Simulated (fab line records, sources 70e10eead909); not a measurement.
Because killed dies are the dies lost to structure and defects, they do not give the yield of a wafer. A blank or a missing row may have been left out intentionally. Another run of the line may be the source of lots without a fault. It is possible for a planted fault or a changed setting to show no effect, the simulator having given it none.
Struck lot and sound lot, side by side -- flow nandHarc -- 43 out of 1302 route steps
Sound: these wafers, L584.1, L584.2, L584.3. Struck: wafers L577.1, L577.6. (L577.3 of the same lot was not struck and is left out.) The cause comes at the end.
Per side, at each step with rows, come the tool, then ch with its chambers, and then its first start. Under that, the readings that differ: sound wafers -- struck wafers -- difference of the means -- sigmas: that difference in standard deviations of wafers without a fault.
alike: same words and numbers on both sides, and readings whose means sit less than 2 such deviations apart. not compared: any withheld reading, any reading some wafer has no value for, any bound like >300 that may hide the same value, and any number with overlapping values for which the record gives no deviation.
The two part at a step that has a row with sigmas, a row that says differs or no value, or rows on one side only. Numbers that don't overlap but have no deviation are shown without sigmas and don't part them. Lack of a reading on every wafer of one side parts them only where that side has two or more wafers.

first, 3 steps without rows for these wafers: NHARC_A_CONTACT_EXPOSE_66 (exposes mask A CC 2); NHARC_A_CONTACT_PEB_67 (peb time 65 s); NHARC_A_CONTACT_DEVELOP_68 (develop time 35 s).
NHARC_A_CONTACT_CD_MEAS_69: the cd target is 300 nm.
  sound on cdSem-01 ch 0, day 28 02:03; struck on cdSem-03 ch 0, day 25 05:21
  alike: cdNm
NHARC_A_CONTACT_OVL_MEAS_70:
  sound: overlay-02 at day 28 02:08; struck: overlay-01 at day 25 05:26
  alike: overlayXNm, overlayYNm
NHARC_A_CONTACT_INSPECT_71:
  sound: defectInspect-02 at day 28 02:10; struck: defectInspect-01 at day 25 05:29
  alike: rawDefectCount
NHARC_A_CONTACT_DESCUM_74: chemistry O2, time 3 s.
  sound on rieDiel-01 ch 0,1,2, day 28 02:14; struck on rieDiel-04 ch 0, day 25 05:32
  alike: drypumpMotorCurrentA, oesProductAu, rfVppV, showerheadPlenumPTorr, throttleValvePct
  not compared: rfHoursCounterH
then, 2 steps without rows for these wafers: NHARC_A_CONTACT_ETCH_75 (etches the open film in CF4, target depth 39 nm, time 65 s); NHARC_A_CONTACT_ETCH_76 (etches the open film in N2/H2, target depth 260 nm, time 475.3 s).
NHARC_A_CONTACT_ETCH_77: etches the open film in CF4/CHF3, target depth 108.9 nm, time 54.5 s.
  sound: rieDiel-01 ch 0,1,2; struck: rieDiel-04 ch 0
  alike: drypumpMotorCurrentA, oesProductAu, rfVppV, showerheadPlenumPTorr, throttleValvePct
  not compared: rfHoursCounterH
then, 2 steps without rows for these wafers: NHARC_A_CONTACT_ETCH_78 (etches the open film in O2/COS, target depth 5300 nm, time 1378 s); NHARC_A_CONTACT_ETCH_124 (etches the open film in C4F8/O2/Ar, time 140 s, target depth 700 nm).
NHARC_A_CONTACT_ETCH_125: etches the open film in C4F8/O2/Ar, time 197 s, target depth 1918 nm.
  sound on harCapEtch-01 ch 0,1, day 28 04:22; struck on harCapEtch-02 ch 0, day 25 07:17
  not compared: rfHoursCounterH
NHARC_A_CONTACT_ETCH_126: etches the open film in C4F8/O2/Ar, time 197 s, target depth 1918 nm.
  sound on harCapEtch-01 ch 0,1, day 28 04:32; struck on harCapEtch-02 ch 0, day 25 07:28
  not compared: rfHoursCounterH
then, 3 steps without rows for these wafers: NHARC_A_CONTACT_ETCH_127 (etches the open film in C4F8/O2/Ar, time 197 s, target depth 1918 nm); NHARC_A_CONTACT_ETCH_128 (etches the open film in C4F8/O2/Ar, time 197 s, target depth 1918 nm); NHARC_A_CONTACT_ETCH_129 (etches the open film in C4F8/O2/Ar, time 197 s, target depth 1918 nm).
NHARC_A_CONTACT_ETCH_130: etches the open film in C4F8/O2/Ar, time 197 s, target depth 1918 nm.
  sound on harCapEtch-01 ch 0,1, day 28 05:14; struck on harCapEtch-02 ch 0, day 25 08:10
  not compared: rfHoursCounterH
then, 1 step without rows for these wafers: NHARC_A_CONTACT_ETCH_131 (etches the open film in C4F8/O2/Ar, time 197 s, target depth 1918 nm).
NHARC_A_CONTACT_ETCH_132: etches the open film in C4F8/O2/Ar, time 197 s, target depth 1924 nm.
  sound on harCapEtch-01 ch 0,1, day 28 05:36; struck on harCapEtch-02 ch 0, day 25 08:31
  not compared: rfHoursCounterH
then, 3 steps without rows for these wafers: NHARC_A_CONTACT_ETCH_133 (etches the open film in C4F8/O2/Ar, time 374 s, target depth 1610 nm); NHARC_A_CONTACT_ETCH_91 (etches the open film in CH3F/O2, target depth 40 nm, time 85.7 s); NHARC_A_CONTACT_ETCH_97 (etches the open film in C4F6/O2, target depth 20 nm, time 10 s).
NHARC_A_CONTACT_CD_MEAS_80:
  sound: cdSem-01 at day 28 06:46; struck: cdSem-02 at day 25 09:42
  alike: cdNm
then, 18 steps without rows for these wafers: NHARC_A_CONTACT_STRIP_103 (strips in N2/H2); NHARC_A_CONTACT_STRIP_104 (strips in CF4/CHF3); NHARC_A_CONTACT_STRIP_105 (strips in O2/COS); NHARC_A_CONTACT_ETCH_106 (etches the open film in CF4/O2, target depth 90 nm, overetch 9 nm, time 49.5 s); NHARC_A_CONTACT_STRIP_82 (strips in O2); NHARC_A_CONTACT_STRIP_83 (strips in post etch residue remover, time 600 s); NHARC_A_CONTACT_DEP_84 (deposits aC, target thk 2800 nm); NHARC_A_CONTACT_DEP_85 (deposits SiON, target thk 60 nm); NHARC_A_CONTACT_DEHYDRATE_00 (time 120 s); NHARC_A_CONTACT_HMDS_01 (time 30 s); NHARC_A_CONTACT_COAT_86 (time 75 s); NHARC_A_CONTACT_COAT_87 (time 65 s); NHARC_A_CONTACT_COAT_02 (resist thk 90 nm); NHARC_A_CONTACT_SOFTBAKE_03 (time 55 s); NHARC_A_CONTACT_EBR_04; NHARC_A_CONTACT_EXPOSE_05 (exposes mask A CC); NHARC_A_CONTACT_PEB_06 (peb time 65 s); NHARC_A_CONTACT_DEVELOP_07 (develop time 35 s).
-- break in the record here, with 2 days between the starts of the struck wafers on either side (left off in module A_CONTACT, picked up again in module END, where the first step shown is number 1302 on the route) --
NHARC_END_SORT_01:
  only the struck wafers appear in the record here, on prober-02 ch 0 at day 27 14:43; the sound ones have no rows

== WHERE THEY PART ==
Only at NHARC_END_SORT_01, within this record.

WHY: what the simulator had put in
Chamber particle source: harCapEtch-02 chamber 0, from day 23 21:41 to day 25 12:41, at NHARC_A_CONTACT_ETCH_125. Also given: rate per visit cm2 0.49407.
